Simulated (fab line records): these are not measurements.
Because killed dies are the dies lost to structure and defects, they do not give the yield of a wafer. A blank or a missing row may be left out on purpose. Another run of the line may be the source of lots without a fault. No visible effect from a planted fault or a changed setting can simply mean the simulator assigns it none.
fab line records	flow n5Finfet
record: lots: 9	wafers: 26	lastDay: 17
route steps=1938 shown SD_EPI_P@322 ILD0@343 SDB@360 BEOL_M4@1111 PASSIVATION@1936
lots that met no fault: taken from a fault-free run of the same line
startH: the number of hours between the record's first day and the start of the first shown wafer of the lot	waitH: hours from the lot's prior step to this one	" repeats the value in the row above	L1.1+2: a row that stands for several wafers	- no value, or no start given	* or withheld: withheld	< > ~ a bound
route shown NAME@n: NAME is a module with steps in the file, n the number in the route of the first one	usual: mean/standard deviation taken from wafers without a fault	same: alike in all rows	chamber/n: place in a boat	sites: the reading at each site	_std_site: standard deviation across them	_edge_site: outer sites' mean less inner sites'	radiusMm: for every site, how far away it sits from the centre of the wafer	mask NAME#n: copy n	behind: the most recent tool/chamber to have shaped the wafer	hold: what put the lot on hold/how long, in hours/how the hold closed	device: the n, p or np transistor that did not switch	end of line: tests of these same wafers at the route's end	a step without rows: its recipe alone	killed: dies lost to structure and defects at the first sort, not the wafer's yield	map: the dies of a wafer, with x for killed, . for not killed, _ for no die there
set.NAME: the setting that was run; set.NAME@STEP: the one run at that earlier step	model.NAME: the simulator's own value behind a step, which no gauge read
steps of the route over a sample of lots; a table a step, a row a wafer
services: from which hour (startH, from the record's first day; less than 0 if before it) a tool's chamber was out of use, for how many hours, and why
== steps ==
step: N5_SD_EPI_P_EPI_MEAS_23
recipe: mode: xrd
usual: thkNm: 61.0/1.3
lot.wafer	tool	chamber	startH	waitH	thkNm
L205.1	filmMetro-01	-	69.43	1.9	63.2
L205.3	"	-	"	"	61.1
L205.5	"	-	"	"	63.2
L207.1	filmMetro-02	-	84.73	1.8	63.0
L207.5	"	-	"	"	60.6
L207.6	"	-	"	"	61.6
L208.3	filmMetro-01	-	86.37	1.1	61.5
L208.5	"	-	"	"	59.2
L208.6	"	-	"	"	60.2
L209.3	filmMetro-01	-	94.28	1.1	62.1
L209.4	"	-	"	"	60.4
L209.6	"	-	"	"	61.4
L210.3	filmMetro-02	-	97.85	1.1	61.8
L210.4	"	-	"	"	63.9
L210.5	"	-	"	"	60.3
L215.2	filmMetro-02	-	139.80	2.0	60.5
L215.4	"	-	"	"	62.2
L221.4	filmMetro-01	-	166.92	1.0	61.6
L221.5	"	-	"	"	63.4
L221.6	"	-	"	"	63.3
L223.1	filmMetro-01	-	177.65	2.4	60.4
L223.4	"	-	"	"	59.7
L223.5	"	-	"	"	60.8
L224.1	filmMetro-01	-	185.19	2.4	62.2
L224.3	"	-	"	"	61.5
L224.4	"	-	"	"	61.3
step: N5_ILD0_ALD_15
recipe: material: SiNx	targetThkA: 240	tempC: 400	aldPrecursorFamily: SiH2I2	aldCoReactant: N2/H2-plasma	pulseTimeS: 1	aldCycles: 480	purgeTimeS: 2	coReactantPurgeTimeS: 2	pressureTorr: 2
usual: chamberPressureTorr: 1.999/0.004	heaterPowerOuterW: 479/68	heaterPowerW: 803/110	precursorPulseHeightRel: 0.999/0.021
lot.wafer	tool	chamber	startH	waitH	chamberPressureTorr	heaterPowerOuterW	heaterPowerW	precursorPulseHeightRel
L205.1	aldSin-04	2	74.19	0.6	2.003	466	901	1.010
L205.3	"	1	"	"	2.005	448	753	1.020
L205.5	"	2	75.27	1.2	2.001	491	893	1.017
L207.1	aldSin-04	3	89.45	0.6	2.003	409	648	0.985
L207.5	"	3	90.54	1.2	2.005	402	677	0.990
L207.6	"	2	"	"	2.000	492	885	0.959
L208.3	aldSin-04	1	91.75	0.4	2.003	466	763	0.978
L208.5	"	1	92.83	1.2	2.001	461	758	0.988
L208.6	"	0	"	"	1.995	591	946	0.997
L209.3	aldSin-04	1	99.54	0.7	2.001	450	772	0.995
L209.4	"	0	"	"	1.992	597	962	0.987
L209.6	"	2	100.62	1.5	1.991	475	896	0.974
L210.3	aldSin-04	1	102.84	0.4	1.998	462	775	0.957
L210.4	"	0	"	"	1.997	599	946	0.985
L210.5	"	1	103.93	1.2	1.998	452	754	0.967
L215.2	aldSin-02	0	144.48	0.5	1.997	524	894	0.992
L215.4	"	1	"	"	1.996	436	678	1.038
L221.4	aldSin-02	0	172.28	0.2	1.992	533	917	0.981
L221.5	"	1	173.36	1.2	1.996	434	707	0.992
L221.6	"	2	"	"	2.010	521	845	0.996
L223.1	aldSin-04	3	182.89	0.6	2.002	411	680	0.986
L223.4	"	2	"	"	1.999	475	898	0.983
L223.5	"	2	183.98	1.3	2.005	484	886	0.994
L224.1	aldSin-04	1	190.02	0.7	1.999	455	757	0.981
L224.3	"	3	"	"	1.998	391	681	0.992
L224.4	"	0	"	"	2.001	602	961	0.982
step: N5_ILD0_CMP_12
recipe: stopOn: poly-Si	material: SiNx	tOverpolishS: 6	postCmpClean: alkalineBrush	downForcePsi: 2.5	platenRpm: 51.8	padVelocityMS: 1.0307	targetThkNm: 17.67
usual: motorCurrentA: 9.0/0.8	overpolishRunS: 6.000/0.0088	slurryFlowMlMin: 150.0/0.49	timeToEndpointS: 29/3.3
lot.wafer	tool	chamber	startH	waitH	motorCurrentA	overpolishRunS	slurryFlowMlMin	timeToEndpointS
L205.1	cmp-04	1	76.46	1.2	9.4	5.998	149.6	26
L205.3	"	2	"	"	7.9	6.009	150.4	25
L205.5	"	0	"	"	8.9	5.997	149.5	27
L207.1	cmp-04	0	91.65	1.1	9.3	5.994	149.0	31
L207.5	"	0	"	"	10.0	6.000	150.1	31
L207.6	"	1	"	"	8.5	5.994	150.9	28
L208.3	cmp-03	0	93.95	1.1	9.2	5.987	150.1	26
L208.6	"	0	"	"	10.4	5.999	150.3	28
L208.5	"	1	"	"	9.2	6.004	150.5	25
L209.4	cmp-01	0	101.74	1.1	8.2	6.003	149.6	30
L209.3	"	2	"	"	8.2	6.006	150.3	31
L209.6	"	0	"	"	8.1	5.988	149.5	29
L210.3	cmp-04	1	105.08	1.2	8.7	5.985	150.0	28
L210.4	"	2	"	"	7.9	5.999	149.0	28
L210.5	"	1	"	"	8.7	6.001	148.9	28
L215.2	cmp-03	1	146.72	1.2	9.7	6.009	150.7	25
L215.4	"	2	"	"	9.1	5.994	150.6	23
L221.4	cmp-03	1	174.59	1.2	9.9	6.005	150.1	25
L221.6	"	2	"	"	9.2	6.013	150.2	24
L221.5	"	3	"	"	9.6	6.004	150.9	31
L223.1	cmp-01	2	185.18	1.2	8.4	5.998	149.5	33
L223.4	"	3	"	"	10.4	6.009	150.3	33
L223.5	"	0	"	"	8.2	6.006	150.2	32
L224.3	cmp-01	0	192.23	1.1	8.3	5.992	150.7	31
L224.4	"	1	"	"	8.4	6.000	150.5	36
L224.1	"	3	"	"	10.3	5.999	149.7	35
step: N5_ILD0_INSPECT_06
recipe: inspectInstrument: darkfield	mode: postCmp
usual: rawDefectCount: 38/17
lot.wafer	tool	chamber	startH	waitH	rawDefectCount
L205.1	defectInspect-01	-	76.71	0.0	42
L205.3	"	-	"	"	43
L205.5	"	-	"	"	28
L207.1	defectInspect-01	-	91.97	0.0	21
L207.5	"	-	"	"	11
L207.6	"	-	"	"	22
L208.3	defectInspect-02	-	94.28	0.0	26
L208.5	"	-	"	"	45
L208.6	"	-	"	"	37
L209.3	defectInspect-01	-	102.06	0.0	41
L209.4	"	-	"	"	42
L209.6	"	-	"	"	31
L210.3	defectInspect-02	-	105.37	0.0	48
L210.4	"	-	"	"	26
L210.5	"	-	"	"	43
L215.2	defectInspect-02	-	147.00	0.0	44
L215.4	"	-	"	"	91
L221.4	defectInspect-02	-	174.80	0.0	820
L221.5	"	-	"	"	63
L221.6	"	-	"	"	69
L223.1	defectInspect-01	-	185.43	0.0	53
L223.4	"	-	"	"	40
L223.5	"	-	"	"	22
L224.1	defectInspect-01	-	192.55	0.0	13
L224.3	"	-	"	"	28
L224.4	"	-	"	"	26
step: N5_SDB_ETCH_17
recipe: chemistry: CF4	target: SiARC	targetDepthA: 234	maskMaterial: CAR-ArF	timeS: 39	ionEnergyEv: 80	pressureMtorr: 40	sourceW: 545	biasW: 36	Ar_flow_sccm: 100	cf4FlowSccm: 100	ends: cleared
usual: drypumpMotorCurrentA: 5.5/0.52	etchRfOnTimeS: 39.3/1.1	oesProductAu: 0.67/0.078	rfVppV: 184.2/1.2	showerheadPlenumPTorr: 2.15/0.065	throttleValvePct: 15.5/0.3
lot.wafer	tool	chamber	startH	waitH	drypumpMotorCurrentA	etchRfOnTimeS	oesProductAu	rfHoursCounterH	rfVppV	showerheadPlenumPTorr	throttleValvePct
L205.1	rieDiel-05	3	77.20	0.0	5.4	39.9	0.61	205	183.1	2.13	15.6
L205.3	"	1	"	"	4.8	38.6	0.60	233	183.7	2.12	15.5
L205.5	"	1	"	"	4.9	38.4	0.60	-	184.2	2.12	15.5
L207.1	rieDiel-06	3	92.58	0.0	6.6	40.4	0.61	185	184.5	2.21	15.8
L207.5	"	2	"	"	6.5	38.2	0.62	-	183.7	2.05	16.2
L207.6	"	1	"	"	5.1	38.7	0.59	-	184.6	2.12	15.6
L208.3	rieDiel-02	0	94.89	0.0	5.7	36.6	0.76	40	183.3	2.10	15.2
L208.5	"	0	"	"	5.7	37.0	0.76	-	183.8	2.10	15.2
L208.6	"	3	"	"	5.8	37.9	0.71	-	184.8	2.16	15.3
L209.3	rieDiel-05	0	102.54	0.0	5.3	40.8	0.69	73	182.6	2.08	15.2
L209.4	"	2	"	"	5.6	40.1	0.69	78	184.1	2.17	15.4
L209.6	"	3	"	"	5.4	40.0	0.60	-	184.4	2.12	15.6
L210.3	rieDiel-06	2	105.97	0.0	6.4	38.8	0.61	212	182.0	2.05	16.2
L210.4	"	1	"	"	5.1	38.6	0.59	227	184.1	2.12	15.7
L210.5	"	0	"	"	5.0	39.3	0.80	-	185.1	2.28	15.2
L215.2	rieDiel-05	2	147.69	0.0	5.6	39.9	0.68	96	183.8	2.16	15.5
L215.4	"	1	"	"	4.8	38.0	0.85	2	182.5	2.11	15.0
L221.4	rieDiel-06	3	175.50	0.0	6.6	40.7	0.59	-	184.9	2.21	15.9
L221.5	"	0	"	"	5.0	38.5	0.76	-	185.0	2.27	15.3
L221.6	"	1	"	"	5.1	38.2	0.57	-	183.2	2.11	15.7
L223.1	rieDiel-05	0	185.91	0.0	5.2	41.0	0.66	104	182.9	2.07	15.3
L223.4	"	2	"	"	5.6	40.4	0.66	110	184.8	2.16	15.5
L223.5	"	0	"	"	5.2	40.8	0.67	-	181.9	2.07	15.3
L224.1	rieDiel-05	1	193.04	0.0	4.9	38.5	0.79	18	184.5	2.11	15.0
L224.3	"	2	"	"	5.6	40.5	0.66	112	183.7	2.16	15.5
L224.4	"	3	"	"	5.4	39.9	0.58	247	183.9	2.11	15.6
step: N5_BEOL_M4_RC_MEAS_101
usual: DIBL_N: 36.5/1.4	DIBL_P: 36.6/1.9	IOFF_N: 0.167/0.029	IOFF_P: 0.21/0.033	ION_N: 674/12	ION_P: 460/8.9	SS_N: 71.6/0.57	SS_P: 73.4/0.61	VT_N: 249/3.3	VT_P: -250/3.3
lot.wafer	tool	chamber	startH	waitH	DIBL_N[mV/V]	DIBL_P[mV/V]	IOFF_N[nA/um]	IOFF_P[nA/um]	ION_N[uA/um]	ION_P[uA/um]	SS_N[mV/dec]	SS_P[mV/dec]	VT_N[mV]	VT_P[mV]
L205.1	prober-02	0	178.37	0.0	36.0	36.0	0.160	0.20	664	454	71.5	73.9	250	-252
L205.3	"	0	"	"	34.5	33.9	0.134	0.18	657	450	71.3	73.7	252	-256
L205.5	"	0	"	"	38.5	39.2	0.214	0.26	674	459	72.6	74.7	244	-247
L207.1	prober-02	0	195.26	0.0	36.6	35.3	0.158	0.23	678	467	71.5	73.4	250	-248
L207.5	"	0	"	"	35.1	33.9	0.135	0.21	662	462	70.4	73.0	252	-248
L207.6	"	0	"	"	37.3	36.3	0.173	0.25	677	470	71.1	73.6	250	-244
L208.3	prober-01	0	196.11	0.3	35.8	34.7	0.145	0.19	660	451	71.2	73.5	249	-251
L208.5	"	0	"	"	35.5	34.8	0.150	0.20	681	465	71.0	73.2	250	-249
L208.6	"	0	"	"	37.0	36.7	0.172	0.23	667	460	70.9	73.8	248	-248
L209.3	prober-01	0	204.07	0.3	37.1	38.5	0.212	0.25	682	468	72.3	73.9	246	-248
L209.4	"	0	"	"	35.5	35.8	0.180	0.21	694	470	72.4	72.8	246	-249
L209.6	"	0	"	"	35.7	36.4	0.170	0.21	678	462	72.6	73.1	248	-249
L210.3	prober-01	0	210.55	0.3	36.1	36.2	0.176	0.26	697	483	71.6	73.3	245	-244
L210.4	"	0	"	"	34.1	34.4	0.137	0.23	680	475	70.8	73.2	249	-244
L210.5	"	0	"	"	37.8	38.3	0.221	0.30	711	487	72.2	74.0	242	-242
L215.2	prober-02	0	242.24	0.2	38.6	40.1	0.216	0.23	691	465	72.2	74.6	244	-252
L215.4	"	0	"	"	37.4	36.5	0.170	0.17	667	449	72.1	73.5	249	-255
L223.1	prober-02	0	289.57	0.0	36.3	36.5	0.160	0.20	671	456	72.0	74.1	248	-253
L223.4	"	0	"	"	35.6	36.2	0.138	0.20	660	451	71.5	73.5	254	-255
L223.5	"	0	"	"	35.4	35.1	0.140	0.19	673	459	70.9	74.4	252	-253
L221.4	prober-01	0	289.69	0.5	37.9	38.4	0.174	0.24	668	462	72.1	73.4	248	-251
L221.5	"	0	"	"	39.4	41.1	0.228	0.29	703	481	71.8	74.9	245	-247
L221.6	"	0	"	"	38.6	38.5	0.181	0.23	658	452	71.8	73.6	250	-251
L224.1	prober-02	0	295.18	0.0	34.0	34.6	0.139	0.20	679	465	71.0	72.8	250	-249
L224.3	"	0	"	"	36.4	37.1	0.179	0.24	669	466	72.0	73.6	247	-243
L224.4	"	0	"	"	36.2	37.3	0.174	0.25	674	467	71.8	73.0	248	-245
step: N5_PASSIVATION_PROBE_49
usual: defectLimitedYield: 91.2/1.6	killed_at_M0_to_M3: 34/11	killed_at_M4_up: 14/5.7	killedAtContacts: 14/6.6	killedAtFrontEnd: 37/10	killedAtOther: 4/3.2	killedDies: 104/19	killedOnRim: 14/4.1	killedOpen: 69/13	killedShort: 33/8.7	sort_bin_5_function: 5.1/1	sort_bin_6_memory: 3.3/0.76	sort_bin_8_speed: 0.00/0.016	sortNPass: 1076/19	sortYieldPct: 91.2/1.6
same: grossDies: 1180	killedAtBackSide: 0	sort_bin_4_leakage[%]: 0
lot.wafer	tool	chamber	startH	waitH	defectLimitedYield[%]	killed_at_M0_to_M3	killed_at_M4_up	killedAtContacts	killedAtFrontEnd	killedAtOther	killedDies	killedOnRim	killedOpen	killedShort	sort_bin_5_function[%]	sort_bin_6_memory[%]	sort_bin_8_speed[%]	sortNPass	sortYieldPct[%]
L208.3	prober-01	-	284.68	0.1	89.1	50	27	12	35	5	129	17	81	46	6.3	4.2	0	1051	89.1
L208.5	prober-01	-	284.78	0.2	88.8	50	22	18	40	2	132	20	92	40	7.3	3.7	0	1048	88.8
L208.6	prober-01	-	284.83	0.3	86.6	79	19	19	40	1	158	18	99	58	7.2	5.6	0	1022	86.6
L221.4	prober-01	-	395.88	0.2	49.6	16	9	6	557	7	595	77	40	25	33.3	14.7	0	585	49.6
L221.5	prober-01	-	395.93	0.2	90.7	36	11	12	44	7	110	10	71	39	5.0	4.0	0	1070	90.7
L221.6	prober-01	-	395.98	0.3	91.1	45	6	10	39	5	105	14	73	31	5.3	3.5	0	1075	91.1
killed by level:class
L208.3 BEOL_M4:geometricParticle:open=18 MOL_CONTACT_COAG:geometricParticle:open=11 BEOL_M0_SAQP:geometricParticle:open=11 BEOL_M0_SAQP:geometricParticle:short=11 FIN_SAQP:geometricParticle:open=10 BEOL_M1:geometricParticle:open=9 FIN_SAQP:geometricParticle:short=7 BEOL_M1:geometricParticle:short=6
L208.5 MOL_CONTACT_COAG:geometricParticle:open=14 BEOL_M1:geometricParticle:open=13 BEOL_M4:geometricParticle:open=13 FIN_SAQP:geometricParticle:short=9 BEOL_M0_SAQP:geometricParticle:short=9 BEOL_M0:geometricParticle:open=8 BEOL_M3:geometricParticle:open=6 FIN_SAQP:geometricParticle:open=5
L208.6 BEOL_M0_SAQP:geometricParticle:open=25 BEOL_M0_SAQP:geometricParticle:short=23 MOL_CONTACT_COAG:geometricParticle:open=17 FIN_SAQP:geometricParticle:short=12 BEOL_M1:geometricParticle:open=10 BEOL_M4:geometricParticle:open=10 BEOL_M2:geometricParticle:open=9 FIN_SAQP:geometricParticle:open=5
L221.4 ILD0:unspecified=528 FIN_SAQP:geometricParticle:open=8 BEOL_M0_SAQP:geometricParticle:open=7 FIN_SAQP:geometricParticle:short=5 GATE_CUT:geometricParticle:short=5 BEOL_M0_SAQP:geometricParticle:short=5 MOL_CONTACT_COAG:geometricParticle:open=4 BEOL_M4:geometricParticle:open=3
L221.5 FIN_SAQP:geometricParticle:open=12 MOL_CONTACT_COAG:geometricParticle:open=10 FIN_SAQP:geometricParticle:short=8 BEOL_M3:geometricParticle:open=8 BEOL_M1:geometricParticle:open=7 BEOL_M2:geometricParticle:open=7 GATE_CUT:geometricParticle:short=6 STARTING-WAFER:geometricParticle:short=5
L221.6 BEOL_M3:geometricParticle:open=21 GATE_CUT:geometricParticle:short=9 FIN_SAQP:geometricParticle:open=8 MOL_CONTACT_COAG:geometricParticle:open=8 BEOL_M0_SAQP:geometricParticle:open=8 STI_FIN_REVEAL:geometricParticle:open=7 DUMMY_GATE:geometricParticle:open=4 FIN_SAQP:geometricParticle:short=3
== services ==
tool	chamber	startH	hours	kind
cmp-01	-	51.53	-	consumableReplace:conditioner
cmp-03	-	53.80	7.9	pm
rieDiel-05	3	54.01	8.8	repair
cmp-03	-	66.27	10.2	pm
cmp-03	-	78.14	0.2	repair
rieDiel-06	0	79.05	8.7	repair
rieDiel-02	1	87.10	2.7	repair
aldSin-02	-	87.48	14.0	pm
cmp-03	-	99.29	1.0	repair
aldSin-02	-	101.48	2.8	pm
cmp-04	-	111.77	0.6	repair
cmp-03	-	112.91	4.7	repair
cmp-04	-	116.44	4.0	pm
rieDiel-02	0	122.41	2.5	repair
cmp-04	-	124.14	4.6	pm
aldSin-04	1	126.36	4.3	repair
rieDiel-05	1	129.72	-	clean
rieDiel-05	1	129.72	-	consumableReplace:focusRing
rieDiel-05	1	129.72	12.8	scheduledDown
rieDiel-05	1	129.72	12.8	ventCycle
rieDiel-02	0	151.41	1.6	repair
rieDiel-06	2	168.37	33.9	repair
cmp-01	-	179.60	0.8	repair
cmp-04	-	190.60	2.6	repair
== key ==
firstSign: step: N5_ILD0_INSPECT_06	reading: rawDefectCount	direction: up	sigmas: 47	usual: 38	struck: 820
effect: step: N5_PASSIVATION_PROBE_49	reading: killedAtFrontEnd	direction: up	sigmas: 50	usual: 37	struck: 557
moreKillsBornAt: N5_ILD0_CMP_12@cmp-03: 528
metAt N5_ILD0_CMP_12
struckLots L221
struckWafers L221.4
notActingAt N5_SD_EPI_P_EPI_MEAS_23,N5_ILD0_ALD_15,N5_SDB_ETCH_17
onsetBetween 146.72 174.59
fault: kind: chamberParticleSource	tool: cmp-03	chamber: 1	onsetH: 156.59	steps: N5_ILD0_CMP_12	ratePerVisitCm2: 1.2277	endH: 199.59
